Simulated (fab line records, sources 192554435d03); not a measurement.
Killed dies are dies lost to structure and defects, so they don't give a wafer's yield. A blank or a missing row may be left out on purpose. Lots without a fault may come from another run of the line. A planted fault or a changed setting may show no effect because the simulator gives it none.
Split-lot experiment | flow n5_finfet | 7 lots, 39 wafers read, on a route of 1938 steps

THE SPLIT
At N5_HKMG_FIN_ETCH_32 (etches SOC in N2/H2, target depth 240 nm, time 300 s), the setting target_depth_a was moved away from the recipe's 2400 angstrom on 15 of the 39 wafers read, by -11.4% to +6.5%. The other wafers ran this setting at the recipe's value.

The reading is taken at the split's own step.

THE READING
SiARC_of_HKMG_FIN_COAT_30.thk_nm (the simulator's own value, which no gauge read), in nm, at N5_HKMG_FIN_ETCH_32 (etches SOC in N2/H2, target depth 240 nm, time 300 s). The file gives no usual value for it. The 24 wafers here that ran the recipe average 21.2 nm, standard deviation 0.24 nm.

wafer  | tool, chamber at the split | target_depth_a as run, angstrom | against the recipe | SiARC_of_HKMG_FIN_COAT_30.thk_nm, nm | against lot-mates on the recipe
L078.1 | rie_diel-06, 0             | 2288                            | -4.7%              | 21.8                                 | +0.6
L078.2 | rie_diel-06, 1             | 2288                            | -4.7%              | 21.6                                 | +0.4
L078.3 | rie_diel-06, 3             | 2288                            | -4.7%              | 21.4                                 | +0.2
L078.4 | rie_diel-06, 2             | 2400                            | recipe             | 21.2                                 | -
L078.5 | rie_diel-06, 1             | 2400                            | recipe             | 21                                   | -
L078.6 | rie_diel-06, 0             | 2400                            | recipe             | 21.4                                 | -
L079.1 | rie_diel-06, 2             | 2163                            | -9.9%              | 22.8                                 | +1.4
L079.2 | rie_diel-06, 1             | 2163                            | -9.9%              | 22.8                                 | +1.4
L079.3 | rie_diel-06, 3             | 2163                            | -9.9%              | 22.4                                 | +1.0
L079.4 | rie_diel-06, 0             | 2400                            | recipe             | 21.4                                 | -
L079.5 | rie_diel-06, 1             | 2400                            | recipe             | 21.2                                 | -
L079.6 | rie_diel-06, 2             | 2400                            | recipe             | 21.6                                 | -
L085.1 | rie_diel-04, 2             | 2524                            | +5.2%              | 19.8                                 | -1.4
L085.2 | rie_diel-04, 3             | 2400                            | recipe             | 21.2                                 | -
L085.3 | rie_diel-04, 1             | 2400                            | recipe             | 21.2                                 | -
L085.4 | rie_diel-04, 1             | 2400                            | recipe             | 21.2                                 | -
L085.5 | rie_diel-04, 3             | 2524                            | +5.2%              | 20.4                                 | -0.8
L085.6 | rie_diel-04, 2             | 2524                            | +5.2%              | 20                                   | -1.2
L087.1 | rie_diel-06, 1             | 2400                            | recipe             | 21.2                                 | -
L087.2 | rie_diel-06, 0             | 2400                            | recipe             | 21.2                                 | -
L087.3 | rie_diel-06, 3             | 2400                            | recipe             | 20.6                                 | -
L087.4 | rie_diel-06, 2             | 2400                            | recipe             | 21.2                                 | -
L087.5 | rie_diel-06, 0             | 2400                            | recipe             | 21.4                                 | -
L087.6 | rie_diel-06, 1             | 2400                            | recipe             | 21.2                                 | -
L091.1 | rie_diel-06, 3             | 2126                            | -11.4%             | 22.6                                 | +1.1
L091.2 | rie_diel-06, 1             | 2126                            | -11.4%             | 22.8                                 | +1.3
L091.3 | rie_diel-06, 2             | 2400                            | recipe             | 21.4                                 | -
L091.4 | rie_diel-06, 0             | 2400                            | recipe             | 21.4                                 | -
L091.5 | rie_diel-06, 0             | 2400                            | recipe             | 21.6                                 | -
L091.6 | rie_diel-06, 3             | 2126                            | -11.4%             | 22.6                                 | +1.1
L092.1 | rie_diel-06, 2             | 2555                            | +6.5%              | 20.2                                 | -0.7
L092.2 | rie_diel-06, 0             | 2555                            | +6.5%              | 20.4                                 | -0.5
L092.3 | rie_diel-06, 3             | 2400                            | recipe             | 20.6                                 | -
L092.4 | rie_diel-06, 1             | 2400                            | recipe             | 21                                   | -
L092.5 | rie_diel-06, 1             | 2400                            | recipe             | 21.2                                 | -
L092.6 | rie_diel-06, 0             | 2555                            | +6.5%              | 20.4                                 | -0.5
L094.2 | rie_diel-04, 2             | 2400                            | recipe             | 21                                   | -
L094.5 | rie_diel-04, 3             | 2400                            | recipe             | 21                                   | -
L094.6 | rie_diel-04, 1             | 2400                            | recipe             | 21                                   | -

THE FIT
A straight line over all 39 wafers: SiARC_of_HKMG_FIN_COAT_30.thk_nm changes by -0.143 nm for each +1% of target_depth_a; r = -0.94; the points scatter about the line by 0.26 nm.
The same after taking each lot's own level away (the mean of its wafers on the recipe; 39 wafers): -0.121 nm for each +1%; r = -0.93; scatter 0.24 nm.
On that fit, the largest move of target_depth_a shifts the reading by 1.4 nm.
The lots' own levels span 20.93 to 21.47 nm, that is 2.2 times the standard deviation above.
So the lot-to-lot level changes the slope: the two fits differ.
Check: with one of the wafers moved furthest among these (-11.4%) left out of the fit, the line predicts +1.37 nm for it against its lot-mates. It came out at +1.13 nm against them.

OTHER SPLITS ON THESE WAFERS
These wafers also went through other splits before the reading. Each is held against what the fit with the lots' levels taken away leaves over:
other split on the same wafers    | wafers away from the commonest value | r with SiARC_of_HKMG_FIN_COAT_30.thk_nm (lot level and that fit taken away)
N5_WELL_APT_EPI_41 time_s         | 18                                   | -0.18
N5_DUMMY_GATE_CVD_03 target_thk_a | 24                                   | +0.26
N5_DUMMY_GATE_ETCH_32 time_s      | 15                                   | +0.02

THE WHOLE CHAIN: every reading that the file lists as answering this split, in the file's order
step                | what it does                                         | reading                                                                           | change (the file's fit)               | r (the file's)
N5_HKMG_FIN_ETCH_32 | etches SOC in N2/H2, target depth 240 nm, time 300 s | etch.depth_nm (the simulator's own value, which no gauge read)                    | +2.08 nm for each +1% of the setting  | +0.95
N5_HKMG_FIN_ETCH_32 | etches SOC in N2/H2, target depth 240 nm, time 300 s | HKMG_FIN.feature_depth_nm (the simulator's own value, which no gauge read)        | +2.08 nm for each +1% of the setting  | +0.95
N5_HKMG_FIN_ETCH_32 | etches SOC in N2/H2, target depth 240 nm, time 300 s | SiARC_of_HKMG_FIN_COAT_30.thk_nm (the simulator's own value, which no gauge read) | -0.119 nm for each +1% of the setting | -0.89

THE FILE'S OWN FIT
SiARC_of_HKMG_FIN_COAT_30.thk_nm changes by -0.119 nm for each +1% of target_depth_a, r = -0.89.
